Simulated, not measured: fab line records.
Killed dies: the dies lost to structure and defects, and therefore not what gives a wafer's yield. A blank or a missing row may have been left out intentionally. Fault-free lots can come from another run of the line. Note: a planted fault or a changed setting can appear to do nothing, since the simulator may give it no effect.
fab line records ; flow n5Finfet ; part 1 of 2: steps 1 to 4 of 6
record: lots: 23; wafers: 69; lastDay: 17
route steps=1938 shown BEOL_M0@737 BEOL_M1@770
lots with no fault: from the same line, run without faults
startH: start of the lot's first displayed wafer, in hours after the record's first day ; waitH: hours since the lot's step before ; " unchanged from the row above ; L1.1+2: a single row standing in for several wafers ; - no value present, or no start provided ; * or withheld: withheld ; < > ~ a bound
route shown NAME@n: NAME is a module with steps in the file, n the number in the route of the first one ; usual: average and standard deviation across the fault-free wafers ; same: alike in all rows ; chamber/n: place in a boat ; sites: the reading at each site ; _std_site: how widely they spread, as a standard deviation ; _edge_site: inner sites' mean taken away from outer sites' mean ; radiusMm: how far each site lies from the wafer's centre ; mask NAME#n: copy n ; behind: the last tool/chamber to shape the wafer ; hold: why the lot was held/for how many hours/how that ended ; device: the n, p or np transistor that did not switch ; end of line: the tests these same wafers got at the end of their route ; a step given without rows: its recipe and nothing more ; killed: dies that structure and defects cost at the first sort, which is not the same as the wafer's yield ; map: per-die view of a wafer (x killed, . not killed, _ where there is no die)
set.NAME: the run value of the setting; set.NAME@STEP: its run value at that earlier step ; model.NAME: the simulator's own value behind a step, which no gauge read
steps of the route over a sample of lots; a table a step, a row a wafer
services: a tool's chamber out of use, with start hour (startH, from the record's first day; less than 0 if before it), hours out, and reason
== steps ==
step: N5_BEOL_M0_ANNEAL_133
recipe: tempC: 400; timeS: 60; ambient: vacuum
usual: heaterPowerW: 792/82
lot.wafer;tool;chamber;startH;waitH;heaterPowerW
L074.1;pvdSputter-01;-;118.45;0.0;881
L074.4;pvdSputter-01;-;118.45;0.0;777
L074.6;pvdSputter-01;-;118.45;0.0;680
L075.1;pvdSputter-02;-;129.74;0.0;690
L075.2;pvdSputter-02;-;129.74;0.0;803
L075.4;pvdSputter-02;-;129.74;0.0;963
L076.1;pvdSputter-02;-;132.88;0.0;732
L076.3;pvdSputter-02;-;132.88;0.0;952
L076.5;pvdSputter-02;-;132.88;0.0;727
L077.2;pvdSputter-02;-;135.00;0.0;739
L077.3;pvdSputter-02;-;135.00;0.0;793
L077.4;pvdSputter-02;-;135.00;0.0;987
L078.1;pvdSputter-03;-;138.62;0.0;791
L078.3;pvdSputter-03;-;138.62;0.0;767
L078.5;pvdSputter-03;-;138.62;0.0;769
L079.1;pvdSputter-01;-;149.08;0.0;761
L079.2;pvdSputter-01;-;149.08;0.0;667
L079.4;pvdSputter-01;-;149.08;0.0;869
L080.2;pvdSputter-03;-;153.12;0.0;780
L080.4;pvdSputter-03;-;153.12;0.0;807
L080.5;pvdSputter-03;-;153.12;0.0;869
L082.1;pvdSputter-03;-;164.54;0.0;806
L082.4;pvdSputter-03;-;164.54;0.0;811
L082.6;pvdSputter-03;-;164.54;0.0;758
L083.2;pvdSputter-02;-;170.38;0.0;704
L083.4;pvdSputter-02;-;170.38;0.0;986
L083.6;pvdSputter-02;-;170.38;0.0;968
L084.1;pvdSputter-03;-;183.42;0.0;866
L084.2;pvdSputter-03;-;183.42;0.0;808
L084.3;pvdSputter-03;-;183.42;0.0;811
L085.2;pvdSputter-01;-;191.87;0.0;671
L085.3;pvdSputter-01;-;191.87;0.0;779
L085.6;pvdSputter-01;-;191.87;0.0;863
L087.1;pvdSputter-03;-;195.43;0.0;808
L087.2;pvdSputter-03;-;195.43;0.0;769
L087.5;pvdSputter-03;-;195.43;0.0;782
L086.3;pvdSputter-02;-;197.17;0.0;690
L086.4;pvdSputter-02;-;197.17;0.0;984
L086.6;pvdSputter-02;-;197.17;0.0;963
L088.3;pvdSputter-03;-;200.75;0.0;799
L088.4;pvdSputter-03;-;200.75;0.0;874
L088.6;pvdSputter-03;-;200.75;0.0;854
L089.1;pvdSputter-02;-;209.63;0.0;777
L089.3;pvdSputter-02;-;209.63;0.0;688
L089.4;pvdSputter-02;-;209.63;0.0;733
L090.2;pvdSputter-02;-;210.77;0.0;783
L090.5;pvdSputter-02;-;210.77;0.0;703
L090.6;pvdSputter-02;-;210.77;0.0;969
L091.1;pvdSputter-03;-;223.18;0.0;854
L091.4;pvdSputter-03;-;223.18;0.0;796
L091.5;pvdSputter-03;-;223.18;0.0;858
L092.1;pvdSputter-03;-;227.59;0.0;872
L092.2;pvdSputter-03;-;227.59;0.0;802
L092.5;pvdSputter-03;-;227.59;0.0;805
L093.1;pvdSputter-01;-;231.34;0.0;782
L093.3;pvdSputter-01;-;231.34;0.0;663
L093.4;pvdSputter-01;-;231.34;0.0;698
L095.1;pvdSputter-01;-;241.38;0.0;868
L095.2;pvdSputter-01;-;241.38;0.0;778
L095.3;pvdSputter-01;-;241.38;0.0;694
L094.2;pvdSputter-01;-;246.48;0.0;778
L094.3;pvdSputter-01;-;246.48;0.0;855
L094.6;pvdSputter-01;-;246.48;0.0;755
L096.1;pvdSputter-03;-;250.65;0.0;765
L096.4;pvdSputter-03;-;250.65;0.0;797
L096.5;pvdSputter-03;-;250.65;0.0;761
L097.2;pvdSputter-03;-;254.71;0.0;827
L097.4;pvdSputter-03;-;254.71;0.0;881
L097.5;pvdSputter-03;-;254.71;0.0;798
step: N5_BEOL_M1_ETCH_64
recipe: chemistry: N2/H2; target: SOC; targetDepthA: 750; overetchA: 150; maskMaterial: SiARC; tempC: 40; timeS: 112.5; ionEnergyEv: 200; pressureMtorr: 30; sourceW: 840; biasW: 150; n2FlowSccm: 200; h2FlowSccm: 200
usual: drypumpMotorCurrentA: 5.85/0.22; oesProductAu: 0.61/0.063; rfVppV: 523.5/3; showerheadPlenumPTorr: 2.53/0.1; throttleValvePct: 17.95/0.22
lot.wafer;tool;chamber;startH;waitH;drypumpMotorCurrentA;oesProductAu;rfHoursCounterH;rfVppV;showerheadPlenumPTorr;throttleValvePct
L074.1;rieDiel-05;2;122.05;0.0;5.81;0.71;40;528.0;2.71;17.94
L074.4;rieDiel-05;1;122.05;0.0;5.68;0.56;223;522.4;2.51;17.94
L074.6;rieDiel-05;2;122.05;0.0;5.82;0.71;-;527.7;2.71;17.95
L075.1;rieDiel-04;1;132.88;0.0;6.00;0.68;64;521.2;2.49;17.61
L075.2;rieDiel-04;0;132.88;0.0;5.54;0.58;174;520.0;2.42;17.87
L075.4;rieDiel-04;3;132.88;0.0;6.21;0.60;162;523.2;2.55;18.10
L076.1;rieDiel-03;0;135.51;0.0;6.27;0.58;163;523.6;2.53;18.10
L076.3;rieDiel-03;1;135.51;0.0;5.58;0.60;157;521.8;2.45;18.09
L076.5;rieDiel-03;2;135.51;0.0;5.73;0.61;-;528.2;2.64;17.84
L077.2;rieDiel-04;1;138.38;0.0;6.02;0.68;66;522.3;2.49;17.64
L077.3;rieDiel-04;3;138.38;0.0;6.22;0.60;164;524.3;2.55;18.11
L077.4;rieDiel-04;2;138.38;0.0;5.63;0.55;242;520.4;2.40;17.82
L078.1;rieDiel-03;0;141.65;0.0;6.28;0.58;165;523.7;2.53;18.09
L078.3;rieDiel-03;3;141.65;0.0;5.82;0.55;242;520.3;2.40;17.92
L078.5;rieDiel-03;0;141.65;0.0;6.27;0.58;-;523.3;2.53;18.09
L079.1;rieDiel-03;2;151.16;0.0;5.68;0.61;142;527.2;2.64;17.86
L079.2;rieDiel-03;3;151.16;0.0;5.81;0.54;244;519.4;2.39;17.90
L079.4;rieDiel-03;1;151.16;0.0;5.56;0.60;162;520.2;2.45;18.10
L080.2;rieDiel-03;1;158.25;0.0;5.59;0.60;165;521.6;2.45;18.11
L080.4;rieDiel-03;3;158.25;0.0;5.78;0.53;246;520.3;2.39;17.94
L080.5;rieDiel-03;0;158.25;0.0;6.30;0.58;-;523.0;2.53;18.12
L082.1;rieDiel-03;1;169.44;0.0;5.60;0.60;168;521.9;2.44;18.11
L082.4;rieDiel-03;2;169.44;0.0;5.73;0.60;148;526.4;2.63;17.86
L082.6;rieDiel-03;1;169.44;0.0;5.56;0.59;-;521.1;2.44;18.11
L083.2;rieDiel-04;0;173.84;0.0;5.58;0.58;185;522.1;2.41;17.89
L083.4;rieDiel-04;0;173.84;0.0;5.51;0.57;-;521.0;2.41;17.89
L083.6;rieDiel-04;3;173.84;0.0;6.20;0.59;-;524.1;2.54;18.11
L084.1;rieDiel-05;3;185.63;0.0;6.01;0.60;152;521.1;2.43;17.86
L084.2;rieDiel-05;2;185.63;0.0;5.84;0.68;57;528.2;2.70;17.96
L084.3;rieDiel-05;0;185.63;0.0;5.81;0.55;228;523.3;2.51;18.24
L085.2;rieDiel-03;0;194.88;0.0;6.30;0.57;184;524.2;2.53;18.14
L085.3;rieDiel-03;2;194.88;0.0;5.74;0.60;159;527.2;2.63;17.89
L085.6;rieDiel-03;1;194.88;0.0;5.56;0.58;-;520.3;2.44;18.12
L087.1;rieDiel-05;1;198.65;0.0;5.67;0.54;246;522.9;2.50;17.98
L087.2;rieDiel-05;2;198.65;0.0;5.81;0.67;61;528.3;2.70;17.99
L087.5;rieDiel-05;3;198.65;0.0;6.01;0.59;-;520.6;2.43;17.86
L086.3;rieDiel-03;2;199.32;0.0;5.70;0.59;160;524.3;2.63;17.88
L086.4;rieDiel-03;1;199.32;0.0;5.60;0.60;180;520.2;2.44;18.14
L086.6;rieDiel-03;2;199.32;0.0;5.70;0.61;-;526.5;2.63;17.88
L088.3;rieDiel-03;0;204.31;0.0;6.27;0.57;187;523.4;2.53;18.13
L088.4;rieDiel-03;1;204.31;0.0;5.60;0.59;182;521.4;2.44;18.14
L088.6;rieDiel-03;3;204.31;0.0;5.78;0.77;-;528.9;2.71;17.45
L089.1;rieDiel-05;3;211.96;0.0;6.00;0.59;161;522.0;2.43;17.88
L089.3;rieDiel-05;0;211.96;0.0;5.81;0.54;235;522.7;2.51;18.24
L089.4;rieDiel-05;0;211.96;0.0;5.83;0.55;-;523.7;2.51;18.24
L090.2;rieDiel-05;3;214.26;0.0;6.00;0.58;161;521.1;2.43;17.89
L090.5;rieDiel-05;2;214.26;0.0;5.82;0.67;-;527.9;2.70;17.98
L090.6;rieDiel-05;0;214.26;0.0;5.82;0.55;-;524.2;2.51;18.25
L091.1;rieDiel-04;1;227.46;0.0;5.99;0.66;92;522.2;2.48;17.64
L091.4;rieDiel-04;3;227.46;0.0;6.24;0.58;189;522.4;2.54;18.17
L091.5;rieDiel-04;3;227.46;0.0;6.22;0.59;-;522.9;2.54;18.15
L092.1;rieDiel-05;2;230.81;0.0;5.80;0.66;73;528.2;2.69;17.99
L092.2;rieDiel-05;3;230.81;0.0;6.01;0.58;168;520.3;2.43;17.89
L092.5;rieDiel-05;2;230.81;0.0;5.82;0.66;-;529.0;2.69;17.99
L093.1;rieDiel-03;2;233.42;0.0;5.73;0.59;170;528.4;2.62;17.89
L093.3;rieDiel-03;0;233.42;0.0;6.30;0.57;196;523.0;2.52;18.15
L093.4;rieDiel-03;3;233.42;0.0;5.80;0.74;12;528.1;2.71;17.46
L095.1;rieDiel-05;2;243.82;0.0;5.81;0.66;79;525.7;2.69;18.01
L095.2;rieDiel-05;1;243.82;0.0;5.67;0.77;4;524.3;2.50;17.53
L095.3;rieDiel-05;3;243.82;0.0;6.01;0.58;173;520.7;2.42;17.91
L094.2;rieDiel-05;3;249.11;0.0;6.00;0.58;175;520.9;2.42;17.90
L094.3;rieDiel-05;1;249.11;0.0;5.68;0.76;6;521.5;2.50;17.56
L094.6;rieDiel-05;3;249.11;0.0;5.99;0.58;-;519.9;2.42;17.91
L096.1;rieDiel-03;0;253.12;0.0;6.26;0.56;203;522.4;2.52;18.17
L096.4;rieDiel-03;3;253.12;0.0;5.78;0.73;18;526.6;2.70;17.49
L096.5;rieDiel-03;3;253.12;0.0;5.77;0.72;-;529.8;2.70;17.46
L097.2;rieDiel-05;3;257.81;0.0;6.01;0.58;178;522.9;2.42;17.90
L097.4;rieDiel-05;3;257.81;0.0;6.02;0.58;-;518.0;2.42;17.90
L097.5;rieDiel-05;2;257.81;0.0;5.82;0.66;-;527.7;2.69;18.01
step: N5_BEOL_M1_DESCUM_33
recipe: chemistry: O2; timeS: 7; sourcePowerW: 50; biasPowerW: 20; pressureMtorr: 20; rfFrequencyHz: 2.712e+07; tempC: 40; resist: CAR-EUV; o2FlowSccm: 225
usual: drypumpMotorCurrentA: 5.84/0.23; oesProductAu: 0.77/0.088; rfVppV: 242.9/1.6; showerheadPlenumPTorr: 2.09/0.086; throttleValvePct: 20.56/0.21
lot.wafer;tool;chamber;startH;waitH;drypumpMotorCurrentA;oesProductAu;rfHoursCounterH;rfVppV;showerheadPlenumPTorr;throttleValvePct
L074.1;rieDiel-04;2;122.84;0.0;5.59;0.69;237;241.9;1.97;20.43
L074.4;rieDiel-04;3;122.84;0.0;6.21;0.76;159;243.1;2.09;20.67
L074.6;rieDiel-04;3;122.84;0.0;6.21;0.76;-;243.2;2.09;20.69
L075.1;rieDiel-04;3;133.79;0.0;6.22;0.76;162;241.3;2.08;20.70
L075.2;rieDiel-04;2;133.79;0.0;5.66;0.70;240;241.3;1.97;20.43
L075.4;rieDiel-04;0;133.79;0.0;5.50;0.73;174;241.2;1.99;20.46
L076.1;rieDiel-05;3;136.61;0.2;6.00;0.76;138;241.0;2.01;20.58
L076.3;rieDiel-05;0;136.61;0.2;5.82;0.69;214;242.4;2.07;20.84
L076.5;rieDiel-05;0;136.61;0.2;5.82;0.69;-;242.5;2.07;20.85
L077.2;rieDiel-05;0;139.29;0.0;5.82;0.70;215;242.9;2.07;20.84
L077.3;rieDiel-05;1;139.29;0.0;5.66;0.70;228;242.8;2.08;20.52
L077.4;rieDiel-05;2;139.29;0.0;5.81;0.89;45;245.2;2.23;20.61
L078.1;rieDiel-04;1;142.56;0.0;6.01;0.86;67;241.5;2.04;20.14
L078.3;rieDiel-04;0;142.56;0.0;5.52;0.73;177;240.5;1.99;20.44
L078.5;rieDiel-04;0;142.56;0.0;5.48;0.73;-;242.0;1.99;20.43
L079.1;rieDiel-05;2;152.12;0.1;5.81;0.89;49;244.4;2.23;20.62
L079.2;rieDiel-05;1;152.12;0.1;5.67;0.69;232;242.5;2.08;20.51
L079.4;rieDiel-05;3;152.12;0.1;5.99;0.76;142;241.5;2.01;20.56
L080.2;rieDiel-05;1;159.05;0.0;5.67;0.69;235;243.7;2.07;20.54
L080.4;rieDiel-05;3;159.05;0.0;6.01;0.75;-;241.6;2.01;20.56
L080.5;rieDiel-05;0;159.05;0.0;5.82;0.69;-;242.5;2.07;20.87
L082.1;rieDiel-05;0;170.24;0.0;5.82;0.69;223;243.3;2.07;20.86
L082.4;rieDiel-05;2;170.24;0.0;5.83;0.88;52;243.2;2.23;20.62
L082.6;rieDiel-05;2;170.24;0.0;5.79;0.88;-;243.8;2.23;20.60
L083.2;rieDiel-03;0;174.85;0.2;6.26;0.73;175;244.1;2.09;20.76
L083.4;rieDiel-03;1;174.85;0.2;5.55;0.77;-;241.1;2.01;20.53
L083.6;rieDiel-03;2;174.85;0.2;5.74;0.76;-;244.0;2.19;20.62
L084.1;rieDiel-03;0;186.55;0.0;6.26;0.72;180;241.6;2.09;20.75
L084.2;rieDiel-03;1;186.55;0.0;5.60;0.75;175;241.8;2.01;20.54
L084.3;rieDiel-03;2;186.55;0.0;5.68;0.76;155;246.1;2.19;20.64
L085.2;rieDiel-03;3;195.85;0.0;5.80;1.00;0;245.4;2.24;20.11
L085.3;rieDiel-03;2;195.85;0.0;5.68;0.76;159;245.1;2.19;20.63
L085.6;rieDiel-03;0;195.85;0.0;6.24;0.72;-;243.4;2.09;20.77
L087.1;rieDiel-05;3;199.44;0.0;6.00;0.74;156;241.8;2.01;20.59
L087.2;rieDiel-05;0;199.44;0.0;5.82;0.68;232;242.4;2.06;20.89
L087.5;rieDiel-05;3;199.44;0.0;5.99;0.74;-;242.1;2.00;20.58
L086.3;rieDiel-05;2;200.20;0.0;5.78;0.87;61;245.1;2.23;20.63
L086.4;rieDiel-05;1;200.20;0.0;5.67;0.69;247;241.4;2.07;20.55
L086.6;rieDiel-05;3;200.20;0.0;5.97;0.74;-;242.3;2.00;20.59
L088.3;rieDiel-03;3;205.10;0.0;5.78;0.99;3;245.5;2.24;20.12
L088.4;rieDiel-03;1;205.10;0.0;5.58;0.74;182;241.2;2.00;20.52
L088.6;rieDiel-03;1;205.10;0.0;5.59;0.76;-;241.1;2.00;20.53
L089.1;rieDiel-03;0;212.88;0.0;6.26;0.72;190;243.1;2.09;20.77
L089.3;rieDiel-03;3;212.88;0.0;5.77;0.96;6;245.8;2.24;20.12
L089.4;rieDiel-03;1;212.88;0.0;5.58;0.74;184;241.0;2.00;20.55
L090.2;rieDiel-03;1;215.05;0.0;5.60;0.74;185;242.0;2.00;20.55
L090.5;rieDiel-03;0;215.05;0.0;6.27;0.71;-;242.5;2.09;20.77
L090.6;rieDiel-03;3;215.05;0.0;5.78;0.96;-;245.0;2.24;20.11
L091.1;rieDiel-04;0;228.25;0.0;5.50;0.72;201;240.8;1.98;20.49
L091.4;rieDiel-04;2;228.25;0.0;5.62;0.89;11;246.7;2.22;20.11
L091.5;rieDiel-04;3;228.25;0.0;6.22;0.74;-;242.2;2.08;20.73
L092.1;rieDiel-03;0;231.72;0.0;6.28;0.72;195;243.2;2.08;20.79
L092.2;rieDiel-03;3;231.72;0.0;5.82;0.95;11;245.1;2.24;20.14
L092.5;rieDiel-03;1;231.72;0.0;5.53;0.74;-;240.9;2.00;20.55
L093.1;rieDiel-05;2;234.28;0.0;5.81;0.86;75;245.4;2.22;20.66
L093.3;rieDiel-05;1;234.28;0.0;5.68;1.03;0;243.3;2.07;20.17
L093.4;rieDiel-05;3;234.28;0.0;6.01;0.73;170;241.7;2.00;20.60
L095.1;rieDiel-05;2;244.73;0.0;5.80;0.86;79;245.4;2.22;20.67
L095.2;rieDiel-05;3;244.73;0.0;5.99;0.73;173;239.6;2.00;20.60
L095.3;rieDiel-05;0;244.73;0.0;5.81;0.67;248;242.3;2.06;20.90
L094.2;rieDiel-03;2;250.07;0.1;5.73;0.75;176;244.2;2.18;20.66
L094.3;rieDiel-03;3;250.07;0.1;5.76;0.94;17;245.6;2.23;20.16
L094.6;rieDiel-03;1;250.07;0.1;5.59;0.74;-;240.7;2.00;20.56
L096.1;rieDiel-05;1;254.04;0.0;5.67;0.96;7;241.7;2.07;20.18
L096.4;rieDiel-05;3;254.04;0.0;5.99;0.72;-;241.6;2.00;20.62
L096.5;rieDiel-05;1;254.04;0.0;5.67;0.97;-;242.3;2.07;20.17
L097.2;rieDiel-05;2;258.60;0.0;5.80;0.84;84;243.0;2.22;20.65
L097.4;rieDiel-05;1;258.60;0.0;5.65;0.96;-;244.1;2.07;20.18
L097.5;rieDiel-05;3;258.60;0.0;6.00;0.72;-;241.4;2.00;20.63
step: N5_BEOL_M1_ETCH_70
recipe: chemistry: N2/H2; target: SOC; targetDepthA: 800; overetchA: 160; maskMaterial: SiARC; tempC: 40; timeS: 120; ionEnergyEv: 200; pressureMtorr: 30; sourceW: 840; biasW: 150; n2FlowSccm: 200; h2FlowSccm: 200
usual: drypumpMotorCurrentA: 5.86/0.25; oesProductAu: 0.59/0.057; rfVppV: 524/3; showerheadPlenumPTorr: 2.53/0.1; throttleValvePct: 17.89/0.24
lot.wafer;tool;chamber;startH;waitH;drypumpMotorCurrentA;oesProductAu;rfHoursCounterH;rfVppV;showerheadPlenumPTorr;throttleValvePct
L074.1;rieDiel-04;2;124.98;0.0;5.63;0.53;237;519;2.40;17.82
L074.4;rieDiel-04;1;124.98;0.0;6.01;0.66;61;523;2.49;17.61
L074.6;rieDiel-04;1;124.98;0.0;6.03;0.67;-;521;2.49;17.62
L075.1;rieDiel-05;2;136.95;0.0;5.82;0.68;45;527;2.71;17.95
L075.2;rieDiel-05;0;136.95;0.0;5.80;0.54;214;523;2.51;18.21
L075.4;rieDiel-05;3;136.95;0.0;6.00;0.58;138;521;2.44;17.84
L076.1;rieDiel-04;0;137.97;0.0;5.52;0.57;176;522;2.42;17.87
L076.3;rieDiel-04;1;137.97;0.0;5.98;0.66;66;522;2.49;17.63
L076.5;rieDiel-04;2;137.97;0.0;5.63;0.53;-;519;2.40;17.80
L077.2;rieDiel-03;2;142.60;0.0;5.70;0.59;140;527;2.64;17.85
L077.3;rieDiel-03;3;142.60;0.0;5.75;0.53;242;521;2.40;17.91
L077.4;rieDiel-03;1;142.60;0.0;5.60;0.59;160;521;2.45;18.10
L078.1;rieDiel-03;3;142.97;0.0;5.78;0.53;242;519;2.40;17.90
L078.3;rieDiel-03;2;142.97;0.0;5.73;0.59;140;527;2.64;17.85
L078.5;rieDiel-03;1;142.97;0.0;5.59;0.57;-;519;2.45;18.09
L079.1;rieDiel-03;2;152.67;0.0;5.71;0.58;143;527;2.64;17.84
L079.2;rieDiel-03;1;152.67;0.0;5.58;0.58;163;520;2.45;18.10
L079.4;rieDiel-03;3;152.67;0.0;5.79;0.52;244;521;2.39;17.93
L080.2;rieDiel-03;2;163.45;0.0;5.69;0.58;146;528;2.63;17.85
L080.4;rieDiel-03;3;163.45;0.0;5.79;0.52;247;519;2.39;17.92
L080.5;rieDiel-03;3;163.45;0.0;5.80;0.53;-;520;2.39;17.91
L082.1;rieDiel-03;0;172.01;0.0;6.29;0.56;173;523;2.53;18.10
L082.4;rieDiel-03;1;172.01;0.0;5.58;0.58;168;522;2.44;18.11
L082.6;rieDiel-03;0;172.01;0.0;6.27;0.56;-;524;2.53;18.12
L083.2;rieDiel-05;3;175.86;0.0;6.00;0.57;149;522;2.43;17.86
L083.4;rieDiel-05;0;175.86;0.0;5.82;0.53;225;523;2.51;18.24
L083.6;rieDiel-05;2;175.86;0.0;5.84;0.66;-;528;2.70;17.96
L084.1;rieDiel-04;1;187.84;0.0;6.05;0.64;82;523;2.48;17.66
L084.2;rieDiel-04;2;187.84;0.0;5.62;0.74;1;529;2.71;17.40
L084.3;rieDiel-04;0;187.84;0.0;5.50;0.56;190;520;2.41;17.88
L085.2;rieDiel-05;2;198.19;0.0;5.83;0.66;61;529;2.70;17.99
L085.3;rieDiel-05;3;198.19;0.0;6.01;0.57;156;520;2.43;17.88
L085.6;rieDiel-05;2;198.19;0.0;5.81;0.66;-;528;2.70;17.97
L087.1;rieDiel-05;3;200.42;0.0;6.00;0.57;157;521;2.43;17.87
L087.2;rieDiel-05;1;200.42;0.0;5.68;0.53;247;523;2.50;17.98
L087.5;rieDiel-05;2;200.42;0.0;5.80;0.66;-;529;2.70;17.98
L086.3;rieDiel-04;2;200.86;0.0;5.62;0.72;4;529;2.71;17.41
L086.4;rieDiel-04;1;200.86;0.0;6.04;0.64;85;521;2.48;17.64
L086.6;rieDiel-04;2;200.86;0.0;5.61;0.71;-;529;2.71;17.41
L088.3;rieDiel-03;2;206.90;0.0;5.72;0.58;162;528;2.63;17.88
L088.4;rieDiel-03;1;206.90;0.0;5.59;0.57;182;520;2.44;18.14
L088.6;rieDiel-03;3;206.90;0.0;5.77;0.74;-;529;2.71;17.45
L089.1;rieDiel-05;0;213.24;0.0;5.82;0.53;236;521;2.50;18.24
L089.3;rieDiel-05;3;213.24;0.0;6.00;0.57;161;521;2.43;17.88
L089.4;rieDiel-05;3;213.24;0.0;6.01;0.57;-;521;2.43;17.88
L090.2;rieDiel-04;0;222.93;0.0;5.52;0.55;199;522;2.41;17.89
L090.5;rieDiel-04;0;222.93;0.0;5.54;0.55;-;521;2.41;17.90
L090.6;rieDiel-04;3;222.93;0.0;6.21;0.57;-;522;2.54;18.16
L091.1;rieDiel-04;1;229.59;0.0;6.03;0.63;92;522;2.48;17.66
L091.4;rieDiel-04;2;229.59;0.0;5.64;0.70;11;529;2.71;17.43
L091.5;rieDiel-04;2;229.59;0.0;5.62;0.69;-;527;2.71;17.44
L092.1;rieDiel-03;0;232.01;0.0;6.25;0.54;195;522;2.52;18.16
L092.2;rieDiel-03;2;232.01;0.0;5.71;0.57;169;525;2.62;17.87
L092.5;rieDiel-03;0;232.01;0.0;6.26;0.55;-;526;2.52;18.16
L093.1;rieDiel-04;1;235.98;0.0;6.03;0.63;93;522;2.48;17.66
L093.3;rieDiel-04;0;235.98;0.0;5.56;0.55;203;522;2.41;17.91
L093.4;rieDiel-04;3;235.98;0.0;6.21;0.57;190;523;2.54;18.16
L095.1;rieDiel-04;1;247.03;0.0;6.01;0.63;97;522;2.47;17.67
L095.2;rieDiel-04;2;247.03;0.0;5.64;0.68;16;528;2.70;17.43
L095.3;rieDiel-04;3;247.03;0.0;6.21;0.56;194;521;2.54;18.15
L094.2;rieDiel-03;0;255.83;0.0;6.26;0.54;203;524;2.52;18.16
L094.3;rieDiel-03;3;255.83;0.0;5.80;0.71;19;527;2.70;17.48
L094.6;rieDiel-03;1;255.83;0.0;5.59;0.56;-;522;2.43;18.16
L096.1;rieDiel-04;2;259.91;0.0;5.63;0.68;20;528;2.70;17.44
L096.4;rieDiel-04;1;259.91;0.0;6.03;0.62;-;524;2.47;17.68
L096.5;rieDiel-04;2;259.91;0.0;5.64;0.67;-;528;2.70;17.44
L097.2;rieDiel-04;2;261.56;0.0;5.61;0.69;21;528;2.70;17.44
L097.4;rieDiel-04;3;261.56;0.0;6.21;0.56;-;523;2.53;18.18
L097.5;rieDiel-04;1;261.56;0.0;6.00;0.62;-;522;2.47;17.69
